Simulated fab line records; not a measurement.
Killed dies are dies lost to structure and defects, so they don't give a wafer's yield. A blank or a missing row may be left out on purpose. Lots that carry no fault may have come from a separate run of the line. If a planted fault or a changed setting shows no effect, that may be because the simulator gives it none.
fab line records	flow n5_finfet	part 1 of 2: steps 1 to 4 of 6
[record] lots = 22	wafers = 66	last_day = 19
route steps=1938 shown WELL_APT@44 FIN_SAQP@136 FIN_CUT@177 STI_FIN_REVEAL@183
lots that met no fault: taken from a fault-free run of the same line
start_h: start of the lot's first displayed wafer, in hours after the record's first day	wait_h: hours since the lot's step before	" the same as in the row above	L1.1+2: one row covering several wafers at once	- either no value or no given start	* or withheld: withheld	< > ~ a bound
route shown NAME@n: a module of which the file shows steps, and the number in the route of the first	usual: the fault-free wafers' mean and standard deviation	same: alike in all rows	chamber/n: place in a boat	sites: each site's reading	_std_site: standard deviation across them	_edge_site: mean of outer sites minus mean of inner sites	radius_mm: for every site, how far away it sits from the centre of the wafer	mask NAME#n: copy n	behind: the last tool/chamber to shape the wafer	hold: the reason the lot was held/the length of the hold in hours/how it ended	device: whichever transistor did not switch (one of n, p or np)	end of line: the tests these same wafers got at the end of their route	a step with no rows: only its recipe	killed: dies lost to structure and defects at the first sort, not the wafer's yield	map: per-die view of a wafer (x killed, . not killed, _ where there is no die)
set.NAME: setting as actually run; set.NAME@STEP: the setting as run at that earlier step	model.NAME: the simulator's own value behind a step, which no gauge read
the route's steps for a sample of lots (tables are steps, rows are wafers)
services: from which hour (start_h, from the record's first day; less than 0 if before it) a tool's chamber was out of use, for how many hours, and why
[[steps]]
[step N5_WELL_APT_OVL_MEAS_26]
[recipe] points_per_wafer = 44
[usual] PWELL_OVL = 5/4.9
[same] points_per_wafer = 44
lot.wafer	tool	chamber	start_h	wait_h	PWELL_OVL[nm]
L074.2	overlay-01	0	15.04	0.0	1
L074.3	"	0	"	"	-4
L074.5	"	0	"	"	4
L075.2	overlay-02	0	21.12	0.0	2
L075.4	"	0	"	"	4
L075.6	"	0	"	"	2
L076.1	overlay-01	0	26.97	0.0	9
L076.2	"	0	"	"	10
L076.5	"	0	"	"	5
L077.2	overlay-01	0	33.06	0.0	13
L077.4	"	0	"	"	18
L077.6	"	0	"	"	11
L078.2	overlay-01	0	39.66	0.0	-4
L078.3	"	0	"	"	8
L078.5	"	0	"	"	11
L079.1	overlay-02	0	46.03	0.0	9
L079.2	"	0	"	"	18
L079.4	"	0	"	"	9
L080.3	overlay-02	0	50.90	0.0	4
L080.5	"	0	"	"	0
L080.6	"	0	"	"	-4
L081.2	overlay-01	0	57.14	0.0	3
L081.3	"	0	"	"	1
L081.5	"	0	"	"	7
L082.1	overlay-02	0	63.17	0.0	6
L082.3	"	0	"	"	9
L082.4	"	0	"	"	9
L083.1	overlay-02	0	68.85	0.0	3
L083.3	"	0	"	"	8
L083.5	"	0	"	"	6
L084.2	overlay-02	0	75.09	0.0	4
L084.4	"	0	"	"	6
L084.6	"	0	"	"	4
L085.1	overlay-01	0	80.84	0.0	7
L085.4	"	0	"	"	9
L085.5	"	0	"	"	14
L086.1	overlay-01	0	87.18	0.0	2
L086.3	"	0	"	"	5
L086.4	"	0	"	"	9
L087.1	overlay-02	0	93.39	0.0	1
L087.2	"	0	"	"	6
L087.5	"	0	"	"	-3
L089.2	overlay-02	0	105.38	0.0	2
L089.3	"	0	"	"	-1
L089.4	"	0	"	"	1
L090.1	overlay-01	0	110.73	0.0	-5
L090.3	"	0	"	"	-1
L090.6	"	0	"	"	1
L091.2	overlay-02	0	117.21	0.0	10
L091.5	"	0	"	"	0
L091.6	"	0	"	"	3
L092.1	overlay-02	0	123.69	0.0	1
L092.5	"	0	"	"	3
L092.6	"	0	"	"	1
L094.2	overlay-02	0	136.31	0.0	8
L094.5	"	0	"	"	9
L094.6	"	0	"	"	16
L095.2	overlay-02	0	141.08	0.0	-2
L095.5	"	0	"	"	9
L095.6	"	0	"	"	2
L096.1	overlay-02	0	147.46	0.0	5
L096.3	"	0	"	"	6
L096.4	"	0	"	"	2
L097.2	overlay-01	0	153.04	0.0	9
L097.3	"	0	"	"	3
L097.5	"	0	"	"	7
[step N5_FIN_SAQP_STRIP_70]
[recipe] chemistry = N2/H2	power_w = 500	temp_c = 40	pressure_mtorr = 50	rf_frequency_hz = 6e+07	overash_fraction = 0.3	bias_power_w = 28	h2_frac = 0.5	n2_flow_sccm = 300	h2_flow_sccm = 300
[usual] chamber_pressure_mTorr = 50.00/0.045	drypump_motor_current_A = 6.0/0.49	h2_flow_sccm = 300.0/0.98	oes_product_au = 0.78/0.075	rf_vpp_V = 122.1/1	showerhead_plenum_p_Torr = 3.42/0.12	throttle_valve_pct = 18.9/0.36
lot.wafer	tool	chamber	start_h	wait_h	chamber_pressure_mTorr	drypump_motor_current_A	h2_flow_sccm	oes_product_au	rf_hours_counter_h	rf_vpp_V	showerhead_plenum_p_Torr	throttle_valve_pct
L074.2	rie_diel-02	0	24.72	0.0	49.92	6.2	298.7	0.77	126	121.9	3.50	18.8
L074.3	"	1	"	"	50.02	5.0	300.9	0.69	239	121.0	3.33	19.4
L074.5	"	2	"	"	49.97	6.1	299.8	0.74	-	121.6	3.20	19.0
L075.2	rie_diel-05	0	30.65	0.0	49.96	5.7	299.6	0.81	68	123.1	3.55	19.3
L075.4	"	0	"	"	50.00	5.7	299.7	0.80	-	121.6	3.56	19.3
L075.6	"	2	"	"	50.00	5.9	301.4	0.75	-	122.7	3.48	18.5
L076.1	rie_diel-02	3	38.42	0.0	50.13	5.8	299.8	0.89	46	121.9	3.55	19.2
L076.2	"	1	"	"	50.02	5.0	299.0	0.69	245	120.5	3.32	19.4
L076.5	"	2	"	"	49.92	6.1	300.7	0.73	-	121.4	3.20	19.0
L077.2	rie_diel-05	3	43.75	0.0	49.98	6.4	299.7	0.76	137	122.5	3.49	18.7
L077.4	"	2	"	"	50.02	5.9	299.1	0.74	-	122.9	3.48	18.6
L077.6	"	0	"	"	49.96	5.7	300.1	0.80	-	124.3	3.55	19.3
L078.2	rie_diel-02	3	50.42	0.0	50.04	5.8	301.3	0.88	53	123.4	3.55	19.2
L078.3	"	0	"	"	49.99	6.2	298.9	0.77	137	122.4	3.50	18.8
L078.5	"	2	"	"	49.94	6.1	299.1	0.73	-	121.4	3.20	19.0
L079.1	rie_diel-03	3	56.92	0.0	49.99	6.1	298.5	0.80	105	123.1	3.38	18.8
L079.2	"	0	"	"	50.06	6.4	300.3	0.72	216	123.0	3.45	19.0
L079.4	"	3	"	"	50.01	6.2	298.9	0.80	-	121.2	3.38	18.7
L080.3	rie_diel-05	1	60.65	0.0	49.97	4.9	300.6	0.99	3	121.9	3.29	18.2
L080.5	"	0	"	"	50.07	5.7	299.0	0.78	-	122.7	3.55	19.3
L080.6	"	3	"	"	49.99	6.4	298.7	0.76	-	122.3	3.49	18.7
L081.2	rie_diel-03	1	67.02	0.0	50.08	6.7	300.7	0.78	128	123.1	3.51	18.3
L081.3	"	2	"	"	49.94	5.8	300.5	0.67	245	119.7	3.18	19.7
L081.5	"	0	"	"	49.97	6.4	299.6	0.71	-	121.9	3.45	18.9
L082.1	rie_diel-05	0	72.73	0.0	50.02	5.7	300.1	0.78	90	122.6	3.54	19.3
L082.3	"	1	"	"	50.01	4.9	298.4	0.95	9	122.8	3.29	18.2
L082.4	"	3	"	"	50.12	6.4	298.9	0.74	151	122.8	3.48	18.7
L083.1	rie_diel-02	3	78.17	0.0	50.04	5.8	299.0	0.86	63	122.1	3.54	19.2
L083.3	"	0	"	"	50.01	6.2	301.1	0.74	148	120.8	3.49	18.8
L083.5	"	3	"	"	50.01	5.8	299.7	0.87	-	122.7	3.54	19.2
L084.2	rie_diel-03	1	84.78	0.0	49.95	6.7	299.9	0.77	136	122.6	3.51	18.3
L084.4	"	1	"	"	49.97	6.7	300.4	0.77	-	121.9	3.51	18.3
L084.6	"	0	"	"	49.94	6.4	298.4	0.71	-	120.2	3.45	19.0
L085.1	rie_diel-03	3	92.75	0.0	49.97	6.1	300.2	0.79	121	122.4	3.37	18.8
L085.4	"	0	"	"	49.96	6.4	300.0	0.71	-	122.3	3.45	19.0
L085.5	"	3	"	"	50.01	6.1	299.8	0.79	-	122.3	3.37	18.8
L086.1	rie_diel-03	1	97.98	0.0	50.10	6.7	299.5	0.77	144	122.1	3.50	18.3
L086.3	"	0	"	"	49.95	6.4	301.1	0.70	236	122.6	3.44	19.0
L086.4	"	0	"	"	50.11	6.4	301.0	0.70	-	121.4	3.44	19.0
L087.1	rie_diel-02	0	105.68	0.0	49.98	6.2	300.3	0.74	157	122.8	3.49	18.8
L087.2	"	3	"	"	50.09	5.8	299.3	0.85	72	123.6	3.54	19.2
L087.5	"	3	"	"	50.02	5.8	301.0	0.85	-	121.3	3.54	19.2
L089.2	rie_diel-03	3	115.98	0.0	50.06	6.1	301.0	0.78	130	121.3	3.36	18.8
L089.3	"	1	"	"	49.98	6.7	299.2	0.76	150	122.8	3.50	18.3
L089.4	"	0	"	"	49.93	6.4	300.1	0.69	243	123.3	3.44	19.0
L090.1	rie_diel-05	1	120.20	0.0	50.00	4.9	300.6	0.92	27	121.4	3.28	18.2
L090.3	"	2	"	"	50.02	5.9	300.7	0.71	207	122.7	3.46	18.6
L090.6	"	2	"	"	50.00	5.9	301.5	0.72	-	122.3	3.46	18.6
L091.2	rie_diel-02	1	127.12	0.0	49.99	5.0	299.1	0.92	19	122.2	3.31	19.1
L091.5	"	3	"	"	49.98	5.8	299.2	0.84	-	122.7	3.54	19.2
L091.6	"	0	"	"	49.98	6.2	300.9	0.74	-	123.4	3.48	18.9
L092.1	rie_diel-02	1	133.11	0.0	49.96	5.0	300.5	0.92	21	121.8	3.31	19.1
L092.5	"	1	"	"	50.00	5.0	299.8	0.92	-	121.8	3.31	19.1
L092.6	"	2	"	"	50.05	6.1	299.2	0.71	-	120.6	3.18	19.0
L094.2	rie_diel-03	2	145.51	0.0	49.99	5.8	301.7	0.90	16	123.0	3.58	19.3
L094.5	"	1	"	"	50.01	6.7	299.9	0.74	-	121.3	3.49	18.3
L094.6	"	3	"	"	50.04	6.1	299.7	0.77	-	121.1	3.36	18.8
L095.2	rie_diel-05	1	151.46	0.0	50.00	4.9	300.9	0.90	36	122.8	3.28	18.3
L095.5	"	2	"	"	49.99	6.0	301.5	0.71	-	122.9	3.46	18.6
L095.6	"	1	"	"	49.97	4.9	300.6	0.90	-	121.5	3.28	18.2
L096.1	rie_diel-05	2	157.57	0.0	49.97	5.9	298.4	0.71	218	122.3	3.46	18.6
L096.3	"	3	"	"	50.02	6.4	299.6	0.72	180	122.5	3.47	18.8
L096.4	"	1	"	"	49.94	4.9	299.9	0.89	39	119.6	3.27	18.2
L097.2	rie_diel-05	1	162.81	0.0	50.03	4.9	302.2	0.90	41	121.4	3.27	18.2
L097.3	"	3	"	"	49.95	6.4	299.4	0.72	181	122.4	3.47	18.8
L097.5	"	1	"	"	50.08	4.9	301.8	0.88	-	121.7	3.27	18.3
[step N5_FIN_SAQP_MANDREL2_REMOVE_60]
[recipe] chemistry = HBr/Cl2/O2	bt_time_s = 10	target = a-Si	stop_on = SiNx	endpoint = OES-SiCl	over_etch_frac = 1	icp_w = 600	bias_w = 22	HBr_flow_sccm = 150	Cl2_flow_sccm = 80	O2_flow_sccm = 5	pressure_mtorr = 10
[usual] chamber_pressure_mTorr = 10.000/0.0087	drypump_motor_current_A = 5.8/0.47	oes_product_au = 1.009/0.02	throttle_valve_pct = 36.7/0.34
lot.wafer	tool	chamber	start_h	wait_h	chamber_pressure_mTorr	drypump_motor_current_A	oes_product_au	rf_hours_counter_h	throttle_valve_pct
L074.2	rie_si-05	1	25.34	0.1	9.990	6.0	1.029	98	37.3
L074.3	"	2	"	"	9.991	6.8	0.977	0	37.1
L074.5	"	0	"	"	10.001	5.3	1.035	-	36.3
L075.2	rie_si-06	1	31.29	0.1	10.015	5.4	1.006	103	36.3
L075.4	"	2	"	"	9.986	6.2	1.034	43	36.7
L075.6	"	2	"	"	9.996	6.2	1.049	-	36.7
L076.1	rie_si-05	2	39.60	0.1	10.004	6.8	0.983	0	37.0
L076.2	"	3	"	"	9.983	6.1	0.990	37	36.4
L076.5	"	2	"	"	10.010	6.8	0.982	-	37.0
L077.2	rie_si-04	3	44.50	0.1	10.011	5.4	1.028	139	36.7
L077.4	"	0	"	"	10.009	5.9	0.976	22	36.4
L077.6	"	3	"	"	10.000	5.4	1.025	-	36.7
L078.2	rie_si-05	1	51.04	0.1	10.002	6.0	1.020	98	37.3
L078.3	"	2	"	"	10.011	6.7	0.984	1	37.0
L078.5	"	3	"	"	10.012	6.1	0.989	-	36.4
L079.1	rie_si-06	3	57.69	0.1	9.998	5.6	1.016	157	36.5
L079.2	"	2	"	"	10.006	6.2	1.039	43	36.7
L079.4	"	1	"	"	10.007	5.4	1.002	104	36.3
L080.3	rie_si-04	1	62.21	0.1	10.010	5.8	1.009	38	36.4
L080.5	"	1	"	"	10.012	5.8	1.023	-	36.4
L080.6	"	2	"	"	9.992	6.4	1.042	-	37.1
L081.2	rie_si-06	0	67.64	0.1	9.999	5.1	1.017	66	36.9
L081.3	"	2	"	"	9.997	6.2	1.030	43	36.7
L081.5	"	0	"	"	10.006	5.1	1.000	-	36.8
L082.1	rie_si-04	2	73.37	0.1	10.003	6.4	1.048	109	37.1
L082.3	"	1	"	"	9.985	5.8	1.023	39	36.4
L082.4	"	3	"	"	10.003	5.4	1.033	140	36.7
L083.1	rie_si-04	2	78.83	0.1	10.000	6.4	1.029	109	37.2
L083.3	"	1	"	"	9.995	5.8	1.010	39	36.4
L083.5	"	0	"	"	10.001	5.9	0.992	-	36.4
L084.2	rie_si-04	2	85.42	0.1	9.982	6.5	1.036	109	37.2
L084.4	"	3	"	"	9.996	5.4	1.023	140	36.7
L084.6	"	0	"	"	9.995	5.9	0.987	-	36.4
L085.1	rie_si-06	0	96.18	0.1	9.996	5.1	1.008	67	36.8
L085.4	"	1	"	"	10.010	5.4	0.995	105	36.3
L085.5	"	0	"	"	10.001	5.1	1.002	-	36.9
L086.1	rie_si-04	1	98.60	0.1	9.996	5.8	1.021	39	36.4
L086.3	"	3	"	"	9.987	5.4	1.026	140	36.7
L086.4	"	2	"	"	9.986	6.4	1.031	109	37.2
L087.1	rie_si-04	2	106.30	0.1	10.008	6.5	1.034	109	37.2
L087.2	"	1	"	"	9.997	5.7	1.027	39	36.4
L087.5	"	2	"	"	10.008	6.4	1.038	-	37.2
L089.2	rie_si-04	2	118.19	0.1	10.004	6.4	1.040	110	37.2
L089.3	"	3	"	"	9.989	5.4	1.027	141	36.7
L089.4	"	1	"	"	10.006	5.8	1.017	40	36.4
L090.1	rie_si-04	0	121.00	0.1	10.003	5.9	0.976	24	36.3
L090.3	"	1	"	"	10.006	5.7	1.014	40	36.4
L090.6	"	1	"	"	9.991	5.7	1.008	-	36.4
L091.2	rie_si-05	2	127.74	0.1	9.996	6.8	0.993	2	37.0
L091.5	"	0	"	"	10.009	5.4	0.986	-	36.3
L091.6	"	3	"	"	9.996	6.1	0.999	-	36.4
L092.1	rie_si-05	0	133.73	0.1	10.001	5.3	0.982	0	36.3
L092.5	"	0	"	"	10.012	5.3	0.988	-	36.3
L092.6	"	3	"	"	10.001	6.1	0.997	-	36.4
L094.2	rie_si-05	2	146.22	0.1	9.993	6.7	0.982	2	37.0
L094.5	"	3	"	"	10.001	6.1	0.982	-	36.4
L094.6	"	0	"	"	9.984	5.3	0.981	-	36.3
L095.2	rie_si-06	0	152.12	0.1	9.999	5.1	1.006	68	36.8
L095.5	"	2	"	"	10.002	6.2	1.028	-	36.7
L095.6	"	3	"	"	9.991	5.6	1.005	-	36.5
L096.1	rie_si-04	2	158.19	0.1	9.995	6.4	1.031	110	37.1
L096.3	"	1	"	"	10.005	5.7	1.010	40	36.4
L096.4	"	0	"	"	9.994	5.9	0.985	25	36.4
L097.2	rie_si-05	2	163.42	0.1	9.999	6.7	0.990	3	37.0
L097.3	"	3	"	"	9.987	6.1	0.984	39	36.4
L097.5	"	2	"	"	9.992	6.7	0.977	-	37.0
[step N5_FIN_CUT_CUT_ETCH_28]
[recipe] chemistry = HBr/Cl2/O2	target = Si	target_depth_a = 60	mask_material = SOC	time_s = 2.4	ion_energy_ev = *	bias_w = *	pressure_mtorr = 10	icp_w = 800	HBr_flow_sccm = 150	Cl2_flow_sccm = 80	O2_flow_sccm = 12
[usual] chamber_pressure_mTorr = 10.001/0.0084	drypump_motor_current_A = 6.0/0.38	oes_product_au = 0.996/0.0096	throttle_valve_pct = 37.10/0.25
lot.wafer	tool	chamber	start_h	wait_h	chamber_pressure_mTorr	drypump_motor_current_A	oes_product_au	rf_hours_counter_h	throttle_valve_pct
L074.2	rie_si-03	3	27.18	0.0	10.012	5.3	0.999	91	36.78
L074.3	"	1	"	"	10.006	6.3	0.979	118	36.80
L074.5	"	3	"	"	10.005	5.3	0.985	-	36.78
L075.2	rie_si-02	0	33.42	0.0	9.994	6.1	1.006	2	37.13
L075.4	"	1	"	"	9.995	5.5	0.990	147	37.03
L075.6	"	1	"	"	10.019	5.5	0.994	-	37.03
L076.1	rie_si-03	0	41.56	0.0	9.995	6.0	1.002	190	37.00
L076.2	"	1	"	"	10.005	6.3	0.976	118	36.79
L076.5	"	2	"	"	10.006	5.9	0.992	-	37.07
L077.2	rie_si-03	1	46.41	0.0	9.999	6.4	0.983	118	36.80
L077.4	"	0	"	"	10.004	6.0	1.000	190	37.01
L077.6	"	0	"	"	10.006	6.0	0.998	-	37.01
L078.2	rie_si-03	2	53.16	0.0	10.011	5.8	0.993	49	37.07
L078.3	"	1	"	"	10.006	6.3	0.971	119	36.81
L078.5	"	3	"	"	10.001	5.3	0.982	-	36.81
L079.1	rie_si-02	3	59.54	0.0	9.996	6.4	1.014	104	37.66
L079.2	"	0	"	"	9.997	6.0	1.001	2	37.14
L079.4	"	1	"	"	9.984	5.5	0.987	148	37.03
L080.3	rie_si-03	1	64.06	0.0	9.985	6.3	0.977	119	36.79
L080.5	"	3	"	"	10.012	5.3	0.988	-	36.77
L080.6	"	2	"	"	10.004	5.8	0.993	-	37.08
L081.2	rie_si-03	2	69.44	0.0	10.001	5.8	0.990	50	37.06
L081.3	"	3	"	"	10.004	5.4	0.990	92	36.79
L081.5	"	2	"	"	10.001	5.8	0.988	-	37.07
L082.1	rie_si-03	1	75.19	0.0	10.004	6.3	0.980	119	36.79
L082.3	"	2	"	"	9.999	5.8	0.987	50	37.07
L082.4	"	0	"	"	9.995	6.0	0.995	191	36.99
L083.1	rie_si-02	2	80.65	0.0	9.995	6.7	0.993	87	37.06
L083.3	"	3	"	"	10.009	6.5	1.009	104	37.65
L083.5	"	3	"	"	9.998	6.5	1.002	-	37.65
L084.2	rie_si-01	2	87.32	0.0	10.006	6.3	0.999	131	37.01
L084.4	"	2	"	"	10.003	6.3	1.004	-	37.00
L084.6	"	0	"	"	10.000	6.0	0.988	-	37.40
L085.1	rie_si-02	3	98.28	0.0	10.014	6.5	1.003	105	37.67
L085.4	"	2	"	"	10.009	6.7	0.988	87	37.08
L085.5	"	2	"	"	10.003	6.6	0.986	-	37.06
L086.1	rie_si-02	2	101.05	0.0	10.000	6.6	0.986	87	37.06
L086.3	"	1	"	"	9.990	5.5	0.985	149	37.04
L086.4	"	3	"	"	9.999	6.5	1.013	105	37.65
L087.1	rie_si-03	3	108.23	0.0	9.994	5.4	0.989	93	36.78
L087.2	"	0	"	"	10.015	6.0	1.001	192	36.98
L087.5	"	2	"	"	10.015	5.9	0.987	-	37.08
L089.2	rie_si-02	0	120.19	0.0	10.010	6.0	0.998	4	37.15
L089.3	"	1	"	"	10.000	5.5	0.985	149	37.02
L089.4	"	3	"	"	10.006	6.4	1.001	105	37.65
L090.1	rie_si-01	1	123.37	0.0	10.012	5.8	0.990	166	36.90
L090.3	"	3	"	"	9.991	6.2	1.009	190	37.35
L090.6	"	1	"	"	9.997	5.8	0.990	-	36.92
L091.2	rie_si-02	1	129.58	0.0	10.010	5.5	0.993	149	37.02
L091.5	"	2	"	"	10.004	6.6	0.988	-	37.06
L091.6	"	3	"	"	10.003	6.4	1.009	-	37.65
L092.1	rie_si-01	1	135.54	0.0	9.990	5.8	0.992	166	36.92
L092.5	"	0	"	"	10.000	6.0	0.991	-	37.39
L092.6	"	3	"	"	10.014	6.2	1.008	-	37.37
L094.2	rie_si-03	0	148.27	0.0	10.004	6.0	0.994	193	36.99
L094.5	"	1	"	"	9.996	6.3	0.977	-	36.80
L094.6	"	2	"	"	9.992	5.9	0.985	-	37.07
L095.2	rie_si-01	0	154.06	0.0	9.991	6.0	0.992	87	37.40
L095.5	"	3	"	"	10.008	6.2	1.005	-	37.36
L095.6	"	2	"	"	10.005	6.3	1.001	-	37.02
L096.1	rie_si-01	1	160.21	0.0	9.998	5.8	0.991	166	36.93
L096.3	"	2	"	"	9.982	6.2	1.016	132	37.00
L096.4	"	3	"	"	9.991	6.2	1.010	191	37.36
L097.2	rie_si-02	0	165.35	0.0	9.999	6.1	1.006	5	37.13
L097.3	"	2	"	"	10.012	6.7	0.995	88	37.06
L097.5	"	0	"	"	10.021	6.0	1.001	-	37.14
